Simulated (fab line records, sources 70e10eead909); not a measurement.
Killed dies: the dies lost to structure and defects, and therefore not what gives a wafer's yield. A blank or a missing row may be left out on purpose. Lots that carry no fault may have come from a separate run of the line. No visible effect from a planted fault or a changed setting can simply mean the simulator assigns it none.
A struck lot beside a sound one :: flow nand_harc :: 15 steps out of a route of 1302
Sound: the wafers L403.3, L403.5, L403.6. Struck: wafers L412.1, L412.2, L412.4. Last of all comes the cause.
Order at every step that has rows: each side's tool, ch and its chambers, its first start. Under that, the readings that differ: sound wafers :: struck wafers :: difference of the means :: sigmas: that difference in standard deviations of wafers without a fault.
alike: readings whose means differ by less than 2 such deviations, and words and numbers that are the same on both sides. not compared: withheld readings, readings that some wafer has no value for, bounds like >300 that may hide the same value, and numbers for which the record gives no deviation and whose values overlap.
The two part at a step that has a row with sigmas, a row that says differs or no value, or rows on one side only. Numbers that don't overlap but have no deviation are shown without sigmas and don't part them. A reading that every wafer of one side lacks parts them only if that side has two wafers or more.

first, 9 steps without rows for these wafers: NHARC_THIN_TSV_PVD_24 (deposits Al, target thk 800 nm); NHARC_THIN_TSV_DEHYDRATE_25 (time 120 s); NHARC_THIN_TSV_HMDS_26 (time 30 s); NHARC_THIN_TSV_COAT_27; NHARC_THIN_TSV_SOFTBAKE_28 (time 95 s); NHARC_THIN_TSV_EBR_29; NHARC_THIN_TSV_EXPOSE_30 (exposes mask PAD); NHARC_THIN_TSV_PEB_31 (peb time 85 s); NHARC_THIN_TSV_DEVELOP_32 (time 70 s).
NHARC_THIN_TSV_CD_MEAS_33: the cd target is 5000 nm.
  sound on cd_sem-03 ch 0, day 27 03:41; struck on cd_sem-03 ch 0, day 30 12:17
  alike: cd_nm
then, 1 step without rows for these wafers: NHARC_THIN_TSV_HARDBAKE_34 (time 80 s).
NHARC_THIN_TSV_DESCUM_35: chemistry O2, time 3 s.
  sound on rie_diel-13 ch 0,3, day 27 03:50; struck on rie_diel-12 ch 1,2,3, day 30 12:28
  alike: drypump_motor_current_A, oes_product_au, rf_vpp_V, showerhead_plenum_p_Torr, throttle_valve_pct
  not compared: rf_hours_counter_h
NHARC_THIN_TSV_ETCH_59: etches the open film in Cl2/BCl3, target depth 880 nm, time 138.1 s.
  sound on rie_metal-02 ch 0,1, day 27 04:02; struck on rie_metal-02 ch 1, day 30 12:35
reading: run_length_s (s)
sound: 159.1 159.3 158.8
struck: 196.6 196.5 196.4
difference: +37.4
sigmas: +81
  alike: drypump_motor_current_A, mfc_cl2_sccm, oes_product_au, throttle_valve_pct
  not compared: rf_hours_counter_h
NHARC_THIN_TSV_ETCH_36: etches the open film in Cl2/BCl3, target depth 65 nm, time 18.571 s.
  sound on rie_metal-02 ch 0,1, day 27 04:14; struck on rie_metal-02 ch 1, day 30 13:04
  alike: drypump_motor_current_A, oes_product_au, run_length_s
  not compared: rf_hours_counter_h
NHARC_END_SORT_01:
  sound on prober-02 ch 0, day 27 15:40; struck on prober-01 ch 0, day 30 22:01
  alike: defect_limited_yield, killed_at_array, killed_at_other, killed_at_periphery, killed_dies, killed_open, killed_short

WHERE THEY PART
Only at NHARC_THIN_TSV_ETCH_59, within this record. Later steps at which nothing parts them and some readings are alike: NHARC_THIN_TSV_ETCH_36, NHARC_END_SORT_01.

WHY: the cause the simulator had injected
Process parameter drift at NHARC_THIN_TSV_ETCH_59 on rie_metal-02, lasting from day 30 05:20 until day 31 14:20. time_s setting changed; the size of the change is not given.
